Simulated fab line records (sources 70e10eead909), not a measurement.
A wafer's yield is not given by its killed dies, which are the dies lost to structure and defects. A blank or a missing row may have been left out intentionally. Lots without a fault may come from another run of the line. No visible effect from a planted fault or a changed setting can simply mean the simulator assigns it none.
Comparing a struck lot with a sound one -- flow nand-harc -- 15 out of 1159 route steps
Sound: the wafers L795.3, L795.4, L795.5. The struck wafers were L803.1, L803.4, L803.6. The cause is given at the end.
Order at every step that has rows: each side's tool, ch and its chambers, its first start. Under that, the readings that differ: sound wafers -- struck wafers -- difference of the means -- sigmas: that difference in standard deviations of wafers without a fault.
alike: same words and numbers on both sides, and readings whose means sit less than 2 such deviations apart. not compared: any withheld reading, any reading some wafer has no value for, any bound like >300 that may hide the same value, and any number with overlapping values for which the record gives no deviation.
The two part at a step that has a row with sigmas, a row that says differs or no value, or rows on one side only. Non-overlapping numbers with no deviation appear without sigmas and do not part them. A reading missing from all wafers of one side parts the sides only when that side holds two or more wafers.

first, 4 steps without rows for these wafers: NHARC_P_GATE_EBR_22; NHARC_P_GATE_EXPOSE_23 (exposes mask P GATE, target cd 120 nm); NHARC_P_GATE_PEB_24 (peb time 65 s); NHARC_P_GATE_DEVELOP_25 (develop time 35 s).
NHARC_P_GATE_CD_MEAS_26: target cd 120 nm.
  sound on cd-sem-01 ch 0, day 5 23:03; struck on cd-sem-01 ch 0, day 8 14:45
  alike: cd-nm
NHARC_P_GATE_OVL_MEAS_27:
  sound on overlay-02 at day 5 23:08; struck on overlay-01 at day 8 14:50
reading,sound,struck,difference,sigmas
overlay-x-nm (nm),-0.2 -0.7 -0.6,1.6 1.1 0.9,+1.7,+2
  alike: overlay-y-nm
NHARC_P_GATE_INSPECT_28:
  sound on defect-inspect-02 at day 5 23:10; struck on defect-inspect-01 at day 8 14:52
reading,sound,struck,difference,sigmas
raw-defect-count,9 13 21,8 5 4,-9,-2
NHARC_P_GATE_DESCUM_31: chemistry O2, time 3 s.
  sound on rie-diel-13 ch 2,3, day 5 23:14; struck on rie-diel-13 ch 0,2,3, day 8 14:56
  alike: drypump-motor-current-A, mfc-ar-sccm, oes-product-au, rf-vpp-V, showerhead-plenum-p-Torr, throttle-valve-pct
  not compared: rf-hours-counter-h
NHARC_P_GATE_ETCH_104: etches the open film in CF4/CHF3, target depth 60 nm.
  sound on rie-diel-13 ch 0,1,3, day 5 23:19; struck on rie-diel-13 ch 0,3, day 8 15:05
  alike: drypump-motor-current-A, mfc-ar-sccm, oes-product-au, rf-vpp-V, showerhead-plenum-p-Torr, throttle-valve-pct
NHARC_P_GATE_HM_OPEN_105: chemistry O2/COS, target depth 360 nm.
  sound: rie-diel-13 ch 0,1; struck: rie-diel-13 ch 1,2,3
  alike: drypump-motor-current-A, mfc-ar-sccm, oes-product-au, rf-vpp-V, showerhead-plenum-p-Torr, throttle-valve-pct
  not compared: rf-hours-counter-h
then, 1 step without rows for these wafers: NHARC_P_GATE_STRIP_106 (strips in O2/COS).
NHARC_P_GATE_ETCH_114: etches the open film in CF4/O2, target depth 30 nm, overetch 3 nm, time 16.5 s.
  sound: rie-diel-13 ch 0,1,3; struck: rie-diel-13 ch 0,1,2
  alike: drypump-motor-current-A, mfc-ar-sccm, oes-product-au, rf-vpp-V, showerhead-plenum-p-Torr, throttle-valve-pct
  not compared: rf-hours-counter-h
NHARC_P_GATE_ETCH_32: etches the open film in HBr/Cl2, target depth 150 nm, time 100.1 s.
  sound on rie-si-02 ch 0,1, day 5 23:43; struck on rie-si-04 ch 2,3, day 8 15:28
reading,sound,struck,difference,sigmas
mfc-cl2-sccm (sccm),50.04 49.94 50.07,24.99 25.15 25.25,-24.89,-99 or more
throttle-valve-pct (%),26.406 26.408 26.415,24.889 24.902 24.893,-1.515,-99 or more
  alike: drypump-motor-current-A, oes-product-au
  not compared: rf-hours-counter-h
NHARC_P_GATE_STRIP_108: strips in O2.
  sound on rie-diel-08 ch 0,1,3, day 5 23:51; struck on rie-diel-13 ch 1,2, day 8 15:38
  alike: drypump-motor-current-A, mfc-ar-sccm, oes-product-au, rf-vpp-V, showerhead-plenum-p-Torr, throttle-valve-pct
  not compared: rf-hours-counter-h
-- jump in the record: it breaks off in module P_GATE and resumes in module END (first step shown: number 1159 of the route), and 16 days separate the struck wafers' starts before and after --
NHARC_END_SORT_01:
  sound on prober-02 ch 0, day 21 17:28; struck on prober-01 ch 0, day 24 18:52
  alike: killed-at-array, killed-at-other, killed-at-periphery, killed-dies, killed-open, killed-short

WHERE THEY PART
First at NHARC_P_GATE_OVL_MEAS_27; last, within this record, at NHARC_P_GATE_ETCH_32. Later steps at which nothing parts them and some readings are alike: NHARC_P_GATE_STRIP_108, NHARC_END_SORT_01.

WHY: whatever the simulator had introduced
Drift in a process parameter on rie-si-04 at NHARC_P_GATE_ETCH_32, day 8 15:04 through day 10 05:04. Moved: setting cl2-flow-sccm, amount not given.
